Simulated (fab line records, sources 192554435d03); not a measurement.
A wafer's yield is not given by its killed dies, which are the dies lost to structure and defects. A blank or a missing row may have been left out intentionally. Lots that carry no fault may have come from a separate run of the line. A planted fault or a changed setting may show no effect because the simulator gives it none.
fab line records	flow n5Finfet
record: lots: 4	wafers: 12	lastDay: 18
route steps=1938 shown MOL_CONTACT_COAG@629 BEOL_M0_SAQP@632 BEOL_M4@1111 PASSIVATION@1936
lots untouched by any fault: they come from a run of this same line in which no faults occurred
startH: hours from the record's first day to the start of the lot's first wafer shown	waitH: hours from the lot's prior step to this one	" the same as in the row above	L1.1+2: several wafers, shown together as one row	- either no value or no given start	* or withheld: withheld	< > ~ a bound
route shown NAME@n: NAME is a module with steps in the file, n the number in the route of the first one	usual: mean/standard deviation taken from wafers without a fault	same: alike in all rows	chamber/n: place in a boat	sites: readings site by site	_std_site: their standard deviation	_edge_site: the outer-site mean with the inner-site mean subtracted	radiusMm: for every site, how far away it sits from the centre of the wafer	mask NAME#n: copy n	behind: the last tool/chamber to shape the wafer	hold: why the lot went on hold/how many hours it stayed there/how the hold came to an end	device: the transistor (n, p or np) that didn't switch	end of line: tests of these same wafers at the route's end	a step without rows: its recipe alone	killed: count of dies lost to structure and defects at first sort (not the wafer's yield)	map: a wafer's dies, x killed, . not, _ none there
set.NAME: the setting the step ran with; set.NAME@STEP: the setting that earlier step ran with	model.NAME: the simulator's own value behind a step, which no gauge read
a table for each step, a row for each wafer; lots at some steps of the route
services: the hour from which a tool's chamber was out of use, counted from the record's first day as startH (under 0 if before that day), plus the number of hours and why
== steps ==
step: N5_MOL_CONTACT_COAG_ANNEAL_112
recipe: tempC: 400	timeS: 1800	ambient: HPD2	pressureAtm: 10
step: N5_BEOL_M0_SAQP_PECVD_00
recipe: material: SiCN	targetThkA: 80	tempC: withheld	precursor: 3MS/NH3	pressureTorr: 3	rfW: 202	timeS: 14
step: N5_BEOL_M0_SAQP_ILD_DEP_01
recipe: material: SiOC	targetThkA: 454.19	tempC: 350	precursor: DEMS/O2	pressureTorr: 5	rfW: 500	timeS: 8.7
step: N5_BEOL_M0_SAQP_HM_DEP_02
recipe: material: TiN	targetThkA: 120	tempC: 25	chamberPressurePa: 0.49996
step: N5_BEOL_M0_SAQP_PECVD_03
recipe: material: SiCN	targetThkA: 120	tempC: withheld	precursor: 3MS/NH3	pressureTorr: 3	rfW: 202	timeS: 21.1
step: N5_BEOL_M0_SAQP_PECVD_96
recipe: material: a-Si	targetThkA: 450	tempC: 350	precursor: SiH4/He	pressureTorr: 3	rfW: 100	timeS: 45.2
step: N5_BEOL_M0_SAQP_PECVD_97
recipe: material: SiNx	targetThkA: 230	tempC: 350	precursor: SiH4/NH3/N2	pressureTorr: 1.5	rfW: 300	timeS: 19.9
step: N5_BEOL_M0_SAQP_PECVD_04
recipe: material: a-Si	targetThkA: 600	tempC: 350	precursor: SiH4/He	pressureTorr: 3	rfW: 100	timeS: 60.2
step: N5_BEOL_M0_SAQP_HM_DEP_111
recipe: material: SiO2	targetThkA: 120	tempC: 400	precursor: SiH4/N2O	pressureTorr: 0.75	rfW: 275	timeS: 7.2
usual: heaterPowerW: 804/110	showerheadPlenumPTorr: 8.23/0.19
lot.wafer	tool	chamber	startH	waitH	heaterPowerW	showerheadPlenumPTorr	model.SiO2_of_BEOL_M0_SAQP_HM_DEP_111.thkNm
L570.4	pecvd-04	1	140.12	0.1	931	8.20	12
L570.5	"	0	"	"	785	8.34	11.8
L570.6	"	2	"	"	1098	8.58	12.2
L575.2	pecvd-04	2	169.59	0.0	954	8.57	7.4
L575.3	"	0	"	"	763	8.34	7.2
L575.5	"	2	"	"	911	8.54	7.6
L576.4	pecvd-04	2	175.30	0.1	1001	8.57	7.4
L576.5	"	1	"	"	968	8.19	7.6
L576.6	"	2	"	"	971	8.59	7.6
L584.1	pecvd-03	1	225.82	0.0	731	8.18	11.8
L584.3	"	0	"	"	766	8.00	12.2
L584.5	"	1	"	"	715	8.17	12
step: N5_BEOL_M0_SAQP_COAT_81
recipe: resist: SOC	tempC: 250	timeS: 60	spinRpm: 1500	resistThkNm: 100
step: N5_BEOL_M0_SAQP_COAT_82
recipe: resist: SiARC	tempC: 220	timeS: 60	spinRpm: 1500	resistThkNm: 30
step: N5_BEOL_M0_SAQP_COAT_08
recipe: resist: CAR-ArF	spinRpm: 1500	resistThkNm: 90
step: N5_BEOL_M0_SAQP_EBR_10
recipe: solvent: PGMEA	ebrWidthMm: 1.5
step: N5_BEOL_M0_SAQP_SOFTBAKE_09
recipe: tempC: 110	timeS: 60	resist: CAR-ArF
step: N5_BEOL_M0_SAQP_EXPOSE_11
recipe: maskId: M0_CORE	na: 1.35	sourceShape: dipole	sigmaInner: 0.538	sigmaOuter: 0.738	polarization: te	targetCdNm: 42	doseMj: 55
step: N5_BEOL_M0_SAQP_PEB_12
recipe: pebTempC: withheld	pebTimeS: 60	resist: CAR-ArF
step: N5_BEOL_M0_SAQP_DEVELOP_13
recipe: developTimeS: 30	developer: TMAH	resist: CAR-ArF	devTempC: 23	rinseLiquid: diw	dry: airSpin
step: N5_BEOL_M0_SAQP_DESCUM_19
recipe: chemistry: O2	timeS: 7.9	sourcePowerW: 50	biasPowerW: 20	pressureMtorr: 20	rfFrequencyHz: 2.712e+07	tempC: 40	resist: CAR-ArF	o2FlowSccm: 225
step: N5_BEOL_M0_SAQP_ETCH_83
recipe: chemistry: CF4	target: SiARC	targetDepthA: 390	maskMaterial: CAR-ArF	timeS: 65	ionEnergyEv: 80	pressureMtorr: 40	sourceW: 545	biasW: 36	Ar_flow_sccm: 100	cf4FlowSccm: 100	ends: cleared
step: N5_BEOL_M0_SAQP_ETCH_84
recipe: chemistry: N2/H2	target: SOC	targetDepthA: 1000	overetchA: 200	maskMaterial: SiARC	tempC: 40	timeS: 150	ionEnergyEv: 200	pressureMtorr: 30	sourceW: 840	biasW: 150	n2FlowSccm: 200	h2FlowSccm: 200
step: N5_BEOL_M0_SAQP_STRIP_80
recipe: chemistry: N2/H2	tempC: 40	n2FlowSccm: 200	h2FlowSccm: 200	rfFrequencyHz: 6e+07
step: N5_BEOL_M0_SAQP_HM_OPEN_112
recipe: chemistry: CHF3/O2	target: SiO2	stopOn: a-Si	targetDepthA: 120	overEtchFrac: 1.25	maskMaterial: SOC	timeS: 13.5	pressureMtorr: 30	sourceW: 650	biasW: 170	Ar_flow_sccm: 200	CHF3_flow_sccm: 50	O2_flow_sccm: 5	ionEnergyEv: 200	ends: endPoint
usual: CHF3_flow_sccm: 50.00/0.15	drypumpMotorCurrentA: 5.9/0.33	oesProductAu: 0.51/0.056	rfVppV: 521/16	showerheadPlenumPTorr: 2.38/0.093	throttleValvePct: 18.84/0.2
lot.wafer	tool	chamber	startH	waitH	CHF3_flow_sccm	drypumpMotorCurrentA	oesProductAu	rfHoursCounterH	rfVppV	showerheadPlenumPTorr	throttleValvePct	model.etch.depthNm
L570.4	rieDiel-06	1	141.14	0.0	49.94	6.2	0.60	15	516	2.38	18.95	12.09
L570.5	"	3	"	"	49.87	6.0	0.51	-	499	2.36	18.97	11.82
L570.6	"	2	"	"	50.03	5.9	0.45	-	541	2.47	18.90	12.19
L575.2	rieDiel-04	3	170.32	0.0	50.06	5.6	0.44	111	516	2.25	18.58	7.405
L575.3	"	1	"	"	50.10	6.2	0.41	164	523	2.51	18.71	7.127
L575.5	"	3	"	"	49.96	5.6	0.44	-	515	2.25	18.60	7.537
L576.4	rieDiel-04	2	175.90	0.0	49.95	6.1	0.38	246	555	2.51	19.32	7.433
L576.5	"	0	"	"	49.88	5.4	0.42	-	519	2.31	18.60	7.581
L576.6	"	1	"	"	49.96	6.2	0.41	-	525	2.51	18.72	7.65
L584.1	rieDiel-03	0	227.10	0.0	50.14	5.8	0.55	51	509	2.43	18.90	11.83
L584.3	"	1	"	"	50.09	5.6	0.48	203	513	2.29	19.06	12.14
L584.5	"	2	"	"	49.95	6.5	0.62	-	509	2.37	18.35	11.98
step: N5_BEOL_M0_SAQP_STRIP_113
recipe: chemistry: CHF3/O2	resist: SiARC	rfFrequencyHz: 6e+07
step: N5_BEOL_M0_SAQP_MANDREL_ETCH_20
recipe: targetDepthA: 600	chemistry: HBr/Cl2	target: a-Si	stopOn: SiNx	btTimeS: 10	maskMaterial: SOC	overEtchFrac: 0.5	timeS: 30	pressureMtorr: 10	icpW: 800	biasW: 75	HBr_flow_sccm: 150	Cl2_flow_sccm: 80	ends: endPoint
step: N5_BEOL_M0_SAQP_STRIP_86
recipe: chemistry: N2/H2	powerW: 500	tempC: 40	pressureMtorr: 50	rfFrequencyHz: 6e+07	overashFraction: 0.3	biasPowerW: 28	h2Frac: 0.5	n2FlowSccm: 300	h2FlowSccm: 300
step: N5_BEOL_M0_SAQP_STRIP_115
recipe: chemistry: postEtchResidueRemover	timeS: 60	tempC: 25	removerPh: withheld	removerWaterWtPct: withheld	removerFluorideWtPct: withheld
lot.wafer	tool	chamber	startH	waitH	model.SiO2_of_BEOL_M0_SAQP_HM_DEP_111.thkNm
L570.4+6	wetBench-05	2,3	141.39	-	12
L570.5	"	5	"	"	11.8
L575.2+5	wetBench-06	2,6	170.57	-	7.4
L575.3	"	4	"	"	7
L576.4+5	wetBench-03	0,1	176.15	-	7.4
L576.6	"	6	"	"	7.6
L584.1+5	wetBench-03	5,3	227.36	-	11.8
L584.3	"	1	"	"	12
step: N5_BEOL_M0_SAQP_SRD_93
recipe: dry: ipaMarangoni	timeS: 30	tempC: 23	rinseLiquid: diw
step: N5_BEOL_M4_RC_MEAS_101
usual: DIBL_N: 37.4/2.1	DIBL_P: 37.8/2.5	IOFF_N: 0.19/0.045	IOFF_P: 0.24/0.05	ION_N: 682/16	ION_P: 467/11	SS_N: 71.9/0.67	SS_P: 73.6/0.76	VT_N: 247/3.6	VT_P: -248/3.6
lot.wafer	tool	chamber	startH	waitH	DIBL_N[mV/V]	DIBL_P[mV/V]	IOFF_N[nA/um]	IOFF_P[nA/um]	ION_N[uA/um]	ION_P[uA/um]	SS_N[mV/dec]	SS_P[mV/dec]	VT_N[mV]	VT_P[mV]
L570.4	prober-02	0	191.56	0.5	34.0	35.7	0.15	0.22	661	465	71.8	73.2	247	-249
L570.5	"	0	"	"	35.2	37.0	0.16	0.25	685	480	71.8	73.4	246	-246
L570.6	"	0	"	"	36.0	35.8	0.17	0.22	683	470	71.3	73.1	247	-247
L575.2	prober-01	0	232.00	0.2	40.7	40.8	0.25	0.30	703	470	73.0	74.4	242	-244
L575.3	"	0	"	"	38.9	39.9	0.24	0.29	713	481	72.3	74.1	243	-247
L575.5	"	0	"	"	39.6	40.2	0.24	0.29	703	477	72.3	73.9	244	-244
L576.4	prober-01	0	238.09	0.5	37.3	37.1	0.19	0.25	698	483	71.3	73.1	245	-245
L576.5	"	0	"	"	39.2	39.5	0.23	0.30	706	484	72.7	73.4	245	-243
L576.6	"	0	"	"	36.7	37.0	0.19	0.24	703	478	71.7	73.2	242	-245
L584.1	prober-01	0	292.34	0.0	36.4	34.8	0.14	0.20	664	463	71.1	72.9	253	-250
L584.3	"	0	"	"	37.4	34.6	0.14	0.19	647	449	71.5	72.5	253	-252
L584.5	"	0	"	"	35.5	33.2	0.12	0.17	652	445	70.9	72.1	255	-253
step: N5_PASSIVATION_PROBE_49
usual: defectLimitedYield: 90.9/1.6	killed_at_M0_to_M3: 34/10	killed_at_M4_up: 13/5.4	killedAtContacts: 13/6	killedAtFrontEnd: 42/13	killedAtOther: 4/3.2	killedDies: 107/18	killedOpen: 69/14	killedShort: 35/7.7	sort_bin_5_function: 5.3/1	sort_bin_6_memory: 3.3/0.75	sortNPass: 1073/19	sortYieldPct: 90.9/1.6
same: grossDies: 1180	killedAtBackSide: 0	sort_bin_4_leakage[%]: 0	sort_bin_8_speed[%]: 0
lot.wafer	tool	chamber	startH	waitH	defectLimitedYield[%]	killed_at_M0_to_M3	killed_at_M4_up	killedAtContacts	killedAtFrontEnd	killedAtOther	killedDies	killedOpen	killedShort	sort_bin_5_function[%]	sort_bin_6_memory[%]	sortNPass	sortYieldPct[%]
L570.4	prober-01	-	289.65	0.2	93.5	26	10	19	20	2	77	48	27	3.4	2.7	1103	93.5
L570.5	prober-01	-	289.70	0.2	92.1	21	17	7	39	9	93	56	30	4.4	2.8	1087	92.1
L570.6	prober-01	-	289.75	0.3	90.7	46	7	18	37	2	110	63	42	5.5	3.7	1070	90.7
L576.4	prober-02	-	342.09	0.2	90.6	37	22	15	34	3	111	73	36	5.3	4.1	1069	90.6
L576.5	prober-02	-	342.14	0.2	92.7	35	8	11	29	3	86	55	31	4.7	2.5	1094	92.7
L576.6	prober-02	-	342.19	0.3	90.5	34	14	16	31	17	112	59	43	4.5	3.8	1068	90.5
L575.2	prober-01	-	342.62	0.1	90.6	30	11	22	41	7	111	66	37	5.8	3.5	1069	90.6
L575.3	prober-01	-	342.67	0.1	91.9	21	9	4	58	3	95	53	42	4.7	3.1	1085	91.9
L575.5	prober-01	-	342.77	0.2	91.1	36	7	17	41	4	105	65	38	5.0	3.1	1075	91.1
L584.1	prober-02	-	420.80	0.0	90.3	20	21	13	58	3	115	74	40	6.5	2.9	1065	90.3
L584.3	prober-02	-	420.90	0.1	90.2	30	11	8	58	9	116	63	44	6.0	3.6	1064	90.2
L584.5	prober-02	-	421.00	0.2	93.3	28	6	11	33	1	79	47	31	4.2	2.2	1101	93.3
killed by level:class
L570.4 MOL_CONTACT_COAG:geometricParticle:open=12 BEOL_M0_SAQP:geometricParticle:short=9 BEOL_M0_SAQP:geometricParticle:open=7 MOL_CONTACT_COAG:geometricParticle:short=6 STARTING-WAFER:geometricParticle:short=4 BEOL_M1:geometricParticle:open=3 BEOL_M4:geometricParticle:open=3 BEOL_M2:geometricParticle:open=3
L570.5 BEOL_M4:geometricParticle:open=10 FIN_SAQP:geometricParticle:short=9 BEOL_M0_SAQP:geometricParticle:open=6 BEOL_M2:geometricParticle:open=6 HKMG_FIN:areaEtch=5 DUMMY_GATE:geometricParticle:open=4 MOL_CONTACT_COAG:geometricParticle:open=4 BEOL_M2:geometricParticle:short=4
L570.6 BEOL_M0_SAQP:geometricParticle:short=15 BEOL_M0_SAQP:geometricParticle:open=11 BEOL_M2:geometricParticle:open=10 MOL_CONTACT_COAG:geometricParticle:open=9 DUMMY_GATE:geometricParticle:open=8 FIN_SAQP:geometricParticle:short=5 MOL_CONTACT_COAG:geometricParticle:short=5 FIN_SAQP:geometricParticle:open=4
L576.4 BEOL_M4:geometricParticle:open=16 MOL_CONTACT_COAG:geometricParticle:open=13 BEOL_M0_SAQP:geometricParticle:short=11 BEOL_M0_SAQP:geometricParticle:open=10 STI_FIN_REVEAL:geometricParticle:open=8 BEOL_M2:geometricParticle:open=7 GATE_CUT:geometricParticle:short=5 BEOL_M4:geometricParticle:short=5
L576.5 BEOL_M1:geometricParticle:open=9 BEOL_M0_SAQP:geometricParticle:open=7 MOL_CONTACT_COAG:geometricParticle:open=6 BEOL_M0_SAQP:geometricParticle:short=6 GATE_CUT:geometricParticle:open=5 MOL_CONTACT_COAG:geometricParticle:short=5 BEOL_M2:geometricParticle:open=5 FIN_SAQP:geometricParticle:short=4
L576.6 BEOL_M0_SAQP:geometricParticle:open=12 MOL_CONTACT_COAG:geometricParticle:open=10 HKMG_FIN:areaEtch=9 BEOL_M0_SAQP:geometricParticle:short=8 MIM_BOT:geometricParticle:short=8 BEOL_M4:geometricParticle:open=7 MOL_CONTACT_COAG:geometricParticle:short=6 MIM_BOT:geometricParticle:open=6
L575.2 MOL_CONTACT_COAG:geometricParticle:open=16 BEOL_M2:geometricParticle:open=8 STI_FIN_REVEAL:geometricParticle:open=7 BEOL_M0_SAQP:geometricParticle:open=7 FIN_SAQP:geometricParticle:short=6 MOL_CONTACT_COAG:geometricParticle:short=6 STARTING-WAFER:geometricParticle:open=6 FIN_SAQP:geometricParticle:open=5
L575.3 FIN_SAQP:geometricParticle:short=14 FIN_SAQP:geometricParticle:open=13 STI_FIN_REVEAL:geometricParticle:open=7 BEOL_M0_SAQP:geometricParticle:short=6 GATE_CUT:geometricParticle:short=5 BEOL_M3:geometricParticle:open=4 STI_FIN_REVEAL:geometricParticle:short=4 DUMMY_GATE:geometricParticle:open=4
L575.5 BEOL_M2:geometricParticle:open=13 MOL_CONTACT_COAG:geometricParticle:open=11 STI_FIN_REVEAL:geometricParticle:open=9 BEOL_M0_SAQP:geometricParticle:short=9 FIN_SAQP:geometricParticle:short=7 BEOL_M0_SAQP:geometricParticle:open=7 FIN_SAQP:geometricParticle:open=6 MOL_CONTACT_COAG:geometricParticle:short=6
L584.1 STI_FIN_REVEAL:geometricParticle:open=18 FIN_SAQP:geometricParticle:open=13 MOL_CONTACT_COAG:geometricParticle:open=11 FIN_SAQP:geometricParticle:short=8 STARTING-WAFER:geometricParticle:short=8 BEOL_M0_SAQP:geometricParticle:short=8 BEOL_M4:geometricParticle:open=7 BEOL_M5:geometricParticle:open=7
L584.3 FIN_SAQP:geometricParticle:short=15 BEOL_M3:geometricParticle:open=12 FIN_SAQP:geometricParticle:open=10 STI_FIN_REVEAL:geometricParticle:open=9 MOL_CONTACT_COAG:geometricParticle:open=7 FIN_CUT:areaEtch=7 PAD_METAL:geometricParticle:short=6 DUMMY_GATE:geometricParticle:open=5
L584.5 FIN_SAQP:geometricParticle:open=9 BEOL_M3:geometricParticle:open=9 FIN_SAQP:geometricParticle:short=8 MOL_CONTACT_COAG:geometricParticle:open=7 BEOL_M0_SAQP:geometricParticle:short=7 BEOL_M0_SAQP:geometricParticle:open=7 DUMMY_GATE:geometricParticle:open=4 MOL_CONTACT_COAG:geometricParticle:short=4
== services ==
tool	chamber	startH	hours	kind
pecvd-04	2	127.01	2.1	scheduledDown
rieDiel-04	-	136.74	2.8	pm
pecvd-04	-	139.50	0.5	repair
rieDiel-04	2	157.46	2.1	repair
pecvd-03	2	165.01	2.1	scheduledDown
pecvd-04	0	174.90	2.1	scheduledDown
pecvd-03	0	175.21	5.5	scheduledDown
rieDiel-03	2	175.53	-	clean
rieDiel-03	2	175.53	-	consumableReplace:focusRing
rieDiel-03	2	175.53	31.8	scheduledDown
rieDiel-03	2	175.53	31.8	ventCycle
rieDiel-06	2	178.37	10.6	repair
pecvd-04	-	182.39	1.5	repair
wetBench-06	-	183.24	4.4	pm
pecvd-04	1	188.20	4.6	repair
pecvd-03	1	189.02	5.5	scheduledDown
rieDiel-04	2	189.35	-	clean
rieDiel-04	2	189.35	-	consumableReplace:focusRing
rieDiel-04	2	189.35	21.2	scheduledDown
rieDiel-04	2	189.35	21.2	ventCycle
pecvd-04	1	194.61	2.1	scheduledDown
rieDiel-06	-	201.59	2.8	pm
rieDiel-04	0	209.83	5.8	repair
rieDiel-06	2	213.54	-	clean
== key ==
firstSign none at tools or gauges
modelEffect: step: N5_BEOL_M0_SAQP_HM_DEP_111	value: SiO2_of_BEOL_M0_SAQP_HM_DEP_111.thkNm	without: 12.17	struck: 7.467
modelEffect: step: N5_BEOL_M0_SAQP_HM_OPEN_112	value: etch.depthNm	without: 12.17	struck: 7.456
modelEffect: step: N5_BEOL_M0_SAQP_STRIP_115	value: SiO2_of_BEOL_M0_SAQP_HM_DEP_111.thkNm	without: 12.03	struck: 7.367
metAt N5_BEOL_M0_SAQP_HM_DEP_111
struckWafers L575.2,L575.3,L575.5,L576.4,L576.5,L576.6
onsetBetween 140.12 169.59
fault: kind: processParameterDrift	tool: pecvd-04	chamber: -	onsetH: 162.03	steps: N5_BEOL_M0_SAQP_HM_DEP_111	channel: timeS	offset: *	shape: step	endH: 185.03	actsIn: *	stated: *
